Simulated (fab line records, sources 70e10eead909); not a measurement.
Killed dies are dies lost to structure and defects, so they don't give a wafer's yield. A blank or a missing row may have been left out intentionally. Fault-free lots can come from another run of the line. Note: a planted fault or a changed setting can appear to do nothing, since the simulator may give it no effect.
fab line records    flow nand-harc    part 1 of 2: steps 1 to 23 of 39
[record] lots = 5  wafers = 15  last-day = 32
route steps=1302 shown P_M2@327 P_BONDPAD@351
lots with no fault: from the same line, run without faults
start-h: start of the lot's first displayed wafer, in hours after the record's first day    wait-h: how many hours have passed since the lot's step before this one    " the same as in the row above    L1.1+2: one row covering several wafers at once    - value missing, or start not given    * or withheld: withheld    < > ~ a bound
route shown NAME@n: a module of which the file shows steps, and the number in the route of the first    usual: mean/standard deviation of fault-free wafers    same: alike in all rows    chamber/n: place in a boat    sites: per-site readings    _std_site: the values' standard deviation    _edge_site: mean of outer sites minus mean of inner sites    radius-mm: for every site, how far away it sits from the centre of the wafer    mask NAME#n: copy n    behind: the last tool/chamber to shape the wafer    hold: what put the lot on hold/how long, in hours/how the hold closed    device: the transistor (n, p or np) that didn't switch    end of line: at the end of the route, the tests of the same wafers    where a step has no rows: the recipe by itself    killed: dies lost to structure and defects at the first sort, not the wafer's yield    map: a wafer's dies, marking killed ones x, the rest . and places with no die _
set.NAME: the setting the step ran with; set.NAME@STEP: the setting that earlier step ran with    model.NAME: the simulator's own value behind a step, which no gauge read
lots at selected steps of the route; one table per step, one row per wafer
services: from which hour (start-h, from the record's first day; less than 0 if before it) a tool's chamber was out of use, for how many hours, and why
[[steps]]
[step NHARC_P_M2_DEVELOP_08]
[recipe] develop-time-s = 35  dev-temp-c = 23
lot.wafer   tool            chamber  start-h  wait-h
L074.2+4+6  litho-track-04  0        -        -
L078.1+3+5  litho-track-06  0        -        -
L082.2+3+6  litho-track-06  0        -        -
L086.2+5+6  litho-track-04  0        -        -
L094.2+3+6  litho-track-06  0        -        -
[step NHARC_P_M2_CD_MEAS_09]
[recipe] target-cd-nm = 170  landing-energy-ev = 500
[usual] cd-nm = 169.9/0.89
lot.wafer  tool       chamber  start-h  wait-h  cd-nm
L074.2     cd-sem-03  0        123.58   -       170.1
L074.4     "          0        "        "       169.7
L074.6     "          0        "        "       169.6
L078.1     cd-sem-01  0        173.34   -       170.3
L078.3     "          0        "        "       168.8
L078.5     "          0        "        "       170.2
L082.2     cd-sem-02  0        209.00   -       170.5
L082.3     "          0        "        "       170.1
L082.6     "          0        "        "       171.7
L086.2     cd-sem-03  0        245.61   -       169.3
L086.5     "          0        "        "       168.6
L086.6     "          0        "        "       170.0
L094.2     cd-sem-03  0        325.05   -       167.9
L094.3     "          0        "        "       169.0
L094.6     "          0        "        "       168.6
[step NHARC_P_M2_OVL_MEAS_10]
[recipe] pitch-nm = 340
[usual] overlay-x-nm = 0.0/0.9  overlay-y-nm = -0.2/0.77
lot.wafer  tool        chamber  start-h  wait-h  overlay-x-nm  overlay-y-nm
L074.2     overlay-01  -        123.67   -       0.3           -1.6
L074.4     "           -        "        "       -0.1          -1.6
L074.6     "           -        "        "       0.1           -1.3
L078.1     overlay-01  -        173.43   -       0.5           0.0
L078.3     "           -        "        "       0.5           0.0
L078.5     "           -        "        "       0.6           0.1
L082.2     overlay-02  -        209.08   -       0.4           1.0
L082.3     "           -        "        "       0.4           0.9
L082.6     "           -        "        "       0.6           1.0
L086.2     overlay-01  -        245.70   -       0.5           0.2
L086.5     "           -        "        "       -0.2          0.6
L086.6     "           -        "        "       0.6           0.9
L094.2     overlay-01  -        325.13   -       -0.9          -0.4
L094.3     "           -        "        "       -1.0          -0.6
L094.6     "           -        "        "       -0.9          -0.6
[step NHARC_P_M2_INSPECT_11]
[usual] raw-defect-count = 5/3
lot.wafer  tool               chamber  start-h  wait-h  raw-defect-count
L074.2     defect-inspect-02  -        123.71   0.0     4
L074.4     "                  -        "        "       8
L074.6     "                  -        "        "       4
L078.1     defect-inspect-01  -        173.47   0.0     3
L078.3     "                  -        "        "       3
L078.5     "                  -        "        "       8
L082.2     defect-inspect-02  -        209.12   0.0     6
L082.3     "                  -        "        "       4
L082.6     "                  -        "        "       2
L086.2     defect-inspect-02  -        245.73   0.0     3
L086.5     "                  -        "        "       5
L086.6     "                  -        "        "       2
L094.2     defect-inspect-01  -        325.17   0.0     4
L094.3     "                  -        "        "       8
L094.6     "                  -        "        "       3
[step NHARC_P_M2_DESCUM_14]
[recipe] time-s = 3  o2-flow-sccm = 200  ar-flow-sccm = 0  bias-power-w = 0  chemistry = O2
[usual] drypump-motor-current-A = 5.7/0.53  oes-product-au = 0.998/0.013  rf-vpp-V = 58.1/0.83  showerhead-plenum-p-Torr = 1.98/0.071  throttle-valve-pct = 11.311/0.009
lot.wafer  tool         chamber  start-h  wait-h  drypump-motor-current-A  oes-product-au  rf-hours-counter-h  rf-vpp-V  showerhead-plenum-p-Torr  throttle-valve-pct
L074.4     rie-diel-10  2        123.79   0.1     5.7                      0.993           2.1                 58.1      1.85                      11.308
L074.2     "            3        "        "       6.4                      1.006           3.0                 57.7      2.01                      11.310
L074.6     "            0        "        "       5.5                      1.017           -                   57.0      1.97                      11.307
L078.3     rie-diel-11  0        173.54   0.1     5.6                      0.976           3.8                 57.8      1.93                      11.314
L078.1     "            2        "        "       6.6                      0.989           3.6                 58.3      1.87                      11.307
L078.5     "            0        "        "       5.7                      0.974           -                   57.0      1.93                      11.304
L082.2     rie-diel-10  1        209.18   0.1     5.4                      0.983           5.7                 58.1      1.89                      11.315
L082.3     "            3        "        "       6.4                      1.001           6.4                 58.5      2.01                      11.302
L082.6     "            2        "        "       5.7                      1.003           -                   57.1      1.85                      11.312
L086.2     rie-diel-04  0        245.80   0.1     5.4                      1.003           4.8                 58.8      2.06                      11.321
L086.5     "            0        "        "       5.4                      1.005           -                   56.6      2.06                      11.298
L086.6     "            1        "        "       4.7                      0.972           -                   58.4      2.05                      11.313
L094.3     rie-diel-04  2        325.23   0.1     5.8                      0.999           9.0                 58.0      2.02                      11.313
L094.2     "            1        "        "       4.7                      0.980           9.2                 58.5      2.05                      11.315
L094.6     "            3        "        "       6.3                      0.989           -                   58.3      2.03                      11.332
[step NHARC_P_M2_ETCH_35]
[recipe] target-depth-a = 400  overetch-a = 120  time-s = 43.94  ion-energy-ev = 200  n2-flow-sccm = 150  h2-flow-sccm = 150  ar-flow-sccm = 0  rf-w = 400  bias-w = 150  chemistry = N2/H2
[usual] drypump-motor-current-A = 5.7/0.55  oes-product-au = 0.999/0.013  rf-vpp-V = 432.4/2.4  showerhead-plenum-p-Torr = 2.11/0.078  throttle-valve-pct = 14.171/0.0085
lot.wafer  tool         chamber  start-h  wait-h  drypump-motor-current-A  oes-product-au  rf-hours-counter-h  rf-vpp-V  showerhead-plenum-p-Torr  throttle-valve-pct
L074.2     rie-diel-10  2        123.85   0.1     5.7                      0.991           2.1                 429.3     1.97                      14.180
L074.4     "            0        "        "       5.6                      1.010           3.1                 433.9     2.10                      14.180
L074.6     "            3        "        "       6.4                      0.998           -                   432.4     2.14                      14.158
L078.1     rie-diel-11  0        173.62   0.1     5.6                      0.972           3.8                 430.7     2.06                      14.184
L078.3     "            1        "        "       4.9                      0.987           3.1                 433.6     2.11                      14.173
L078.5     "            3        "        "       5.5                      1.016           -                   434.4     2.18                      14.149
L082.3     rie-diel-10  0        209.28   0.1     5.6                      0.994           6.2                 431.1     2.10                      14.169
L082.2     "            1        "        "       5.4                      0.979           5.7                 430.3     2.02                      14.161
L082.6     "            3        "        "       6.4                      0.988           -                   432.9     2.14                      14.168
L086.2     rie-diel-04  3        245.90   0.1     6.3                      0.992           4.3                 434.9     2.17                      14.166
L086.5     "            0        "        "       5.4                      1.000           -                   434.9     2.20                      14.169
L086.6     "            1        "        "       4.7                      0.974           -                   435.1     2.19                      14.180
L094.2     rie-diel-04  3        325.32   0.1     6.3                      1.001           10.4                435.0     2.17                      14.159
L094.3     "            0        "        "       5.4                      1.019           10.6                434.9     2.20                      14.181
L094.6     "            3        "        "       6.3                      1.005           -                   433.4     2.17                      14.161
[step NHARC_P_M2_ETCH_15]
[recipe] target-depth-a = 1825  time-s = 91.2  c4f8-flow-sccm = withheld  ar-flow-sccm = 400  rf-w = 600  bias-w = 300  chemistry = C4F8/Ar
[usual] oes-product-au = 0.935/0.023  rf-vpp-V = 442.6/2.2
lot.wafer  tool         chamber  start-h  wait-h  oes-product-au  rf-hours-counter-h  rf-vpp-V
L074.2     rie-diel-10  1        -        -       0.899           2.4                 440.6
L074.4     "            0        "        "       0.934           3.1                 442.9
L074.6     "            1        "        "       0.893           -                   441.2
L078.3     rie-diel-11  0        -        -       0.911           3.8                 441.7
L078.1     "            1        "        "       0.918           3.1                 441.7
L078.5     "            0        "        "       0.912           -                   441.2
L082.2     rie-diel-10  1        -        -       0.942           5.7                 439.7
L082.3     "            2        "        "       0.957           5.7                 438.1
L082.6     "            1        "        "       0.937           -                   439.5
L086.2     rie-diel-04  3        -        -       0.916           4.4                 442.9
L086.6     "            0        "        "       0.930           -                   444.6
L086.5     "            1        "        "       0.895           -                   445.0
L094.2     rie-diel-04  1        -        -       0.971           9.3                 445.0
L094.3     "            0        "        "       1.004           10.6                445.7
L094.6     "            2        "        "       0.971           -                   444.9
[step NHARC_P_M2_CD_MEAS_16]
[usual] cd-nm = 169.7/1.1
lot.wafer  tool       chamber  start-h  wait-h  cd-nm
L074.2     cd-sem-01  -        124.07   -       170.3
L074.4     "          -        "        "       169.5
L074.6     "          -        "        "       169.0
L078.1     cd-sem-03  -        173.83   -       169.2
L078.3     "          -        "        "       168.2
L078.5     "          -        "        "       168.8
L082.2     cd-sem-02  -        209.49   -       170.0
L082.3     "          -        "        "       169.6
L082.6     "          -        "        "       171.3
L086.2     cd-sem-03  -        246.10   -       168.9
L086.5     "          -        "        "       169.0
L086.6     "          -        "        "       169.9
L094.2     cd-sem-02  -        325.54   -       168.4
L094.3     "          -        "        "       169.0
L094.6     "          -        "        "       167.4
[step NHARC_P_M2_STRIP_18]
[recipe] power-w = 1000  n2-flow-sccm = 150  h2-flow-sccm = 150  ar-flow-sccm = 0  bias-w = 0  chemistry = N2/H2
[usual] drypump-motor-current-A = 5.7/0.54  oes-product-au = 0.999/0.013  rf-vpp-V = 91.2/0.82  showerhead-plenum-p-Torr = 2.11/0.076  throttle-valve-pct = 14.170/0.0099
lot.wafer  tool         chamber  start-h  wait-h  drypump-motor-current-A  oes-product-au  rf-hours-counter-h  rf-vpp-V  showerhead-plenum-p-Torr  throttle-valve-pct
L074.2     rie-diel-04  2        124.15   0.1     5.8                      1.024           6.9                 90.4      2.17                      14.172
L074.4     "            2        "        "       5.8                      1.030           -                   91.9      2.17                      14.162
L074.6     "            0        "        "       5.4                      0.989           -                   92.3      2.20                      14.176
L078.3     rie-diel-11  1        173.91   0.1     4.9                      0.996           3.1                 90.9      2.11                      14.174
L078.1     "            0        "        "       5.7                      0.976           3.8                 89.7      2.06                      14.158
L078.5     "            1        "        "       4.9                      0.993           -                   90.9      2.11                      14.179
L082.2     rie-diel-04  0        209.56   0.1     5.4                      1.001           2.4                 90.9      2.20                      14.173
L082.3     "            2        "        "       5.8                      0.983           2.1                 91.9      2.16                      14.162
L082.6     "            0        "        "       5.4                      1.010           -                   91.0      2.20                      14.168
L086.2     rie-diel-04  3        246.23   0.1     6.3                      0.995           4.4                 91.9      2.17                      14.177
L086.5     "            1        "        "       4.7                      0.973           -                   92.0      2.19                      14.157
L086.6     "            2        "        "       5.8                      0.983           -                   91.5      2.16                      14.173
L094.3     rie-diel-11  1        325.66   0.1     4.9                      1.001           3.7                 91.3      2.11                      14.180
L094.2     "            2        "        "       6.6                      0.983           3.3                 90.4      1.99                      14.195
L094.6     "            3        "        "       5.5                      1.013           -                   90.0      2.18                      14.171
[step NHARC_P_M2_ETCH_28]
[recipe] target-depth-a = 300  over-etch-frac = 0.3  time-s = 72.99  ion-energy-ev = 150  cf4-flow-sccm = 50  n2-flow-sccm = 100  ar-flow-sccm = 150  rf-w = 300  bias-w = 100  chemistry = CF4/N2
[usual] drypump-motor-current-A = 5.7/0.54  oes-product-au = 1.000/0.014  rf-vpp-V = 315.5/1.7  showerhead-plenum-p-Torr = 2.71/0.09  throttle-valve-pct = 19.794/0.0088
lot.wafer  tool         chamber  start-h  wait-h  drypump-motor-current-A  oes-product-au  rf-hours-counter-h  rf-vpp-V  showerhead-plenum-p-Torr  throttle-valve-pct
L074.2     rie-diel-04  2        -        -       5.9                      1.030           6.9                 317.3     2.78                      19.812
L074.4     "            0        "        "       5.4                      0.996           -                   318.4     2.82                      19.784
L074.6     "            2        "        "       5.9                      1.034           -                   316.1     2.78                      19.801
L078.1     rie-diel-11  1        -        -       4.9                      0.999           3.2                 316.3     2.71                      19.794
L078.3     "            2        "        "       6.6                      0.999           3.7                 313.6     2.57                      19.804
L078.5     "            1        "        "       4.9                      0.989           -                   315.9     2.71                      19.798
L082.2     rie-diel-04  1        -        -       4.7                      0.987           2.4                 316.9     2.80                      19.787
L082.3     "            2        "        "       5.8                      0.987           2.1                 316.3     2.77                      19.792
L082.6     "            0        "        "       5.4                      1.002           -                   315.7     2.82                      19.800
L086.2     rie-diel-04  1        -        -       4.7                      0.972           4.5                 317.4     2.80                      19.801
L086.6     "            1        "        "       4.7                      0.976           -                   318.5     2.80                      19.792
L086.5     "            2        "        "       5.8                      0.988           -                   317.5     2.77                      19.786
L094.2     rie-diel-11  0        -        -       5.6                      1.013           2.4                 315.6     2.65                      19.791
L094.3     "            1        "        "       4.9                      0.995           3.8                 316.3     2.71                      19.785
L094.6     "            3        "        "       5.5                      1.015           -                   316.9     2.79                      19.795
[step NHARC_P_M2_STRIP_19]
[recipe] time-s = 600  temp-c = 30  chemistry = post-etch-residue-remover
[usual] temp-c = 29.99/0.12
lot.wafer  tool          chamber  start-h  wait-h  temp-c
L074.4     wet-bench-10  2        124.58   -       29.85
L074.6     "             3        "        "       29.77
L074.2     "             5        "        "       30.05
L078.3     wet-bench-08  5        174.28   -       30.03
L078.5     "             6        "        "       30.12
L078.1     "             0        "        "       30.03
L082.6     wet-bench-08  5        209.95   -       30.07
L082.3     "             6        "        "       29.95
L082.2     "             7        "        "       29.97
L086.5     wet-bench-10  2        246.55   -       29.76
L086.2     "             4        "        "       30.06
L086.6     "             5        "        "       29.94
L094.6     wet-bench-08  4        325.98   -       29.94
L094.2     "             5        "        "       29.90
L094.3     "             7        "        "       29.96
[step NHARC_P_M2_DEGAS_29]
[recipe] temp-c = 250  time-s = 60
[usual] heater-power-w = 343/32
lot.wafer  tool            chamber  start-h  wait-h  heater-power-w
L074.4     pvd-sputter-01  -        124.86   -       377
L074.2     "               -        "        "       276
L074.6     "               -        "        "       374
L078.1     pvd-sputter-01  -        174.55   -       372
L078.3     "               -        "        "       273
L078.5     "               -        "        "       360
L082.2     pvd-sputter-02  -        210.21   -       357
L082.3     "               -        "        "       333
L082.6     "               -        "        "       326
L086.2     pvd-sputter-03  -        246.83   -       350
L086.5     "               -        "        "       391
L086.6     "               -        "        "       297
L094.2     pvd-sputter-03  -        326.26   -       341
L094.3     "               -        "        "       370
L094.6     "               -        "        "       351
[step NHARC_P_M2_PRE_CLEAN_30]
[recipe] time-s = 30  temp-c = 280  gas = H2/He
[usual] heater-power-w = 420/41
lot.wafer  tool            chamber  start-h  wait-h  heater-power-w
L074.2     pvd-sputter-01  -        -        -       328
L074.4     "               -        "        "       445
L074.6     "               -        "        "       367
L078.1     pvd-sputter-01  -        -        -       459
L078.3     "               -        "        "       479
L078.5     "               -        "        "       450
L082.2     pvd-sputter-02  -        -        -       450
L082.3     "               -        "        "       422
L082.6     "               -        "        "       448
L086.2     pvd-sputter-03  -        -        -       414
L086.5     "               -        "        "       425
L086.6     "               -        "        "       412
L094.2     pvd-sputter-03  -        -        -       435
L094.3     "               -        "        "       366
L094.6     "               -        "        "       427
[step NHARC_P_M2_PVD_20]
[recipe] target-thk-a = 50  bias-v = 168.6  power-w = 15000  chamber-pressure-pa = 0.12  time-s = 8.06  substrate-temp-c = 50  material = TaN
[usual] substrate-temp-c = 50.00/0.11  throttle-valve-pct = 30.2/0.98
lot.wafer  tool            chamber  start-h  wait-h  substrate-temp-c  throttle-valve-pct
L074.2     pvd-sputter-01  -        -        -       50.01             31.3
L074.4     "               -        "        "       50.14             29.5
L074.6     "               -        "        "       49.97             31.3
L078.1     pvd-sputter-01  -        -        -       49.86             30.1
L078.3     "               -        "        "       50.01             29.1
L078.5     "               -        "        "       49.99             30.1
L082.3     pvd-sputter-02  -        -        -       49.96             32.0
L082.2     "               -        "        "       49.98             30.4
L082.6     "               -        "        "       50.05             30.7
L086.2     pvd-sputter-03  -        -        -       49.98             29.3
L086.6     "               -        "        "       50.10             29.4
L086.5     "               -        "        "       50.08             29.9
L094.2     pvd-sputter-03  -        -        -       50.02             30.0
L094.3     "               -        "        "       49.99             29.3
L094.6     "               -        "        "       49.96             30.2
[step NHARC_P_M2_PVD_21]
[recipe] target-thk-a = 300  chamber-pressure-pa = 5  power-w = 5000  substrate-temp-c = 30  time-s = 20.49  material = Cu
[usual] substrate-temp-c = 29.99/0.12  throttle-valve-pct = 30.2/0.94
lot.wafer  tool            chamber  start-h  wait-h  substrate-temp-c  throttle-valve-pct
L074.2     pvd-sputter-01  -        -        -       30.17             30.2
L074.4     "               -        "        "       29.92             29.2
L074.6     "               -        "        "       30.01             30.2
L078.3     pvd-sputter-01  -        -        -       30.24             30.2
L078.1     "               -        "        "       30.07             31.3
L078.5     "               -        "        "       29.98             30.1
L082.3     pvd-sputter-02  -        -        -       29.86             31.2
L082.2     "               -        "        "       29.85             30.7
L082.6     "               -        "        "       30.08             31.9
L086.2     pvd-sputter-03  -        -        -       29.82             29.5
L086.5     "               -        "        "       29.94             28.5
L086.6     "               -        "        "       29.84             30.3
L094.2     pvd-sputter-03  -        -        -       29.79             29.2
L094.3     "               -        "        "       30.01             29.6
L094.6     "               -        "        "       29.98             29.2
[step NHARC_P_M2_ECD_22]
[recipe] target-thk-a = 4000  bath-temp-c = 25  material = Cu
lot.wafer   tool       chamber  start-h  wait-h
L074.2+4+6  ecd-cu-02  0        125.26   -
L078.1+3+5  ecd-cu-02  0,0,1    174.91   -
L082.2+3+6  ecd-cu-01  1,0,1    210.56   -
L086.2+5+6  ecd-cu-01  0,0,1    247.17   -
L094.2+3+6  ecd-cu-02  1,1,0    326.61   -
[step NHARC_P_M2_ANNEAL_31]
[recipe] temp-c = 225  time-s = 90
[usual] wafer_temp_C_max = 226.5/0.44
lot.wafer  tool           chamber  start-h  wait-h  wafer_temp_C_max
L074.2     rtp-anneal-01  0        125.64   0.3     226.7
L074.4     "              0        "        "       226.7
L074.6     "              0        "        "       227.4
L078.1     rtp-anneal-01  0        175.29   0.3     226.8
L078.3     "              0        "        "       227.0
L078.5     "              0        "        "       227.5
L082.2     rtp-anneal-01  0        210.99   -       226.9
L082.3     "              0        "        "       226.8
L082.6     "              0        "        "       226.6
L086.2     rtp-anneal-01  0        247.60   -       226.9
L086.5     "              0        "        "       226.3
L086.6     "              0        "        "       226.8
L094.2     rtp-anneal-02  0        327.04   -       225.9
L094.3     "              0        "        "       225.9
L094.6     "              0        "        "       226.2
[step NHARC_P_M2_CMP_23]
[recipe] t-overpolish-s = 20  target-thk-nm = 144.3
[usual] motor-current-A = 12.3/1.3  time-to-endpoint-s = 28/3.2
lot.wafer  tool    chamber  start-h  wait-h  motor-current-A  time-to-endpoint-s
L074.2     cmp-03  0        125.96   -       13.4             22
L074.4     "       2        "        "       11.5             30
L074.6     "       0        "        "       12.5             23
L078.1     cmp-03  1        175.64   -       14.1             24
L078.3     "       2        "        "       11.1             30
L078.5     "       1        "        "       13.5             25
L082.2     cmp-02  0        211.31   -       11.8             31
L082.3     "       1        "        "       12.9             31
L082.6     "       0        "        "       11.5             30
L086.2     cmp-04  0        247.89   -       10.4             26
L086.5     "       0        "        "       10.7             28
L086.6     "       1        "        "       15.3             32
L094.3     cmp-02  1        327.41   -       13.3             35
L094.2     "       2        "        "       11.2             34
L094.6     "       3        "        "       12.3             31
[step NHARC_P_M2_THK_MEAS_24]
[recipe] thk-meas-gauge = xrf
[usual] thk-nm = 144.1/1.6
lot.wafer  tool           chamber  start-h  wait-h  thk-nm
L074.2     film-metro-02  -        126.26   -       144.0
L074.4     "              -        "        "       145.3
L074.6     "              -        "        "       144.8
L078.1     film-metro-02  -        175.95   -       143.7
L078.3     "              -        "        "       146.3
L078.5     "              -        "        "       145.0
L082.2     film-metro-01  -        211.60   -       146.8
L082.3     "              -        "        "       144.1
L082.6     "              -        "        "       145.8
L086.2     film-metro-01  -        248.21   -       143.8
L086.5     "              -        "        "       142.5
L086.6     "              -        "        "       145.2
L094.2     film-metro-01  -        327.67   -       143.1
L094.3     "              -        "        "       144.7
L094.6     "              -        "        "       145.8
[step NHARC_P_M2_SRD_25]
lot.wafer   tool          chamber  start-h  wait-h
L074.4+6+2  wet-bench-10  1,2,6    126.30   0.0
L078.3+5+1  wet-bench-10  0,2,4    176.00   0.0
L082.6+3+2  wet-bench-10  7,3,4    211.66   0.1
L086.2+5+6  wet-bench-08  0,3,5    248.25   0.0
L094.2+6+3  wet-bench-10  1,2,5    327.71   0.0
[step NHARC_P_M2_INSPECT_27]
[usual] raw-defect-count = 317/130
lot.wafer  tool               chamber  start-h  wait-h  raw-defect-count
L074.2     defect-inspect-01  -        126.43   0.0     454
L074.4     "                  -        "        "       230
L074.6     "                  -        "        "       217
L078.1     defect-inspect-02  -        176.11   0.0     267
L078.3     "                  -        "        "       157
L078.5     "                  -        "        "       182
L082.2     defect-inspect-01  -        211.78   0.0     208
L082.3     "                  -        "        "       309
L082.6     "                  -        "        "       182
L086.2     defect-inspect-01  -        248.36   0.0     168
L086.5     "                  -        "        "       217
L086.6     "                  -        "        "       204
L094.2     defect-inspect-02  -        327.82   0.0     267
L094.3     "                  -        "        "       220
L094.6     "                  -        "        "       320
[step NHARC_P_M2_PRE_CLEAN_32]
[recipe] time-s = 12  temp-c = 370  rf-power-w = 300  gas = NH3
[usual] heater-power-w = 620/100
lot.wafer  tool      chamber  start-h  wait-h  heater-power-w
L074.2     pecvd-01  2        126.51   0.1     753
L074.4     "         1        "        "       662
L074.6     "         2        "        "       767
L078.1     pecvd-01  1        176.20   0.1     662
L078.3     "         1        "        "       654
L078.5     "         0        "        "       483
L082.3     pecvd-01  0        211.87   0.1     518
L082.2     "         1        "        "       698
L082.6     "         2        "        "       741
L086.2     pecvd-01  1        248.46   0.1     681
L086.5     "         2        "        "       674
L086.6     "         1        "        "       679
L094.3     pecvd-04  2        327.89   0.1     633
L094.2     "         0        "        "       771
L094.6     "         1        "        "       562
[step NHARC_P_M2_DEP_33]
[recipe] target-thk-a = 300  temp-c = 370  target-thk-nm = 30  pressure-torr = 3  flow-sccm = 200  rf-w = 450  material = SiCN
[usual] heater-power-w = 563/100
lot.wafer  tool      chamber  start-h  wait-h  heater-power-w
L074.2     pecvd-01  2        126.62   0.1     599
L074.4     "         1        "        "       594
L074.6     "         2        "        "       614
L078.1     pecvd-01  1        176.36   0.1     624
L078.3     "         1        "        "       635
L078.5     "         0        "        "       462
L082.3     pecvd-01  0        211.97   0.1     477
L082.2     "         1        "        "       693
L082.6     "         2        "        "       670
L086.2     pecvd-01  1        248.60   0.1     694
L086.5     "         2        "        "       627
L086.6     "         1        "        "       691
L094.3     pecvd-04  2        327.97   0.1     561
L094.2     "         0        "        "       664
L094.6     "         1        "        "       494
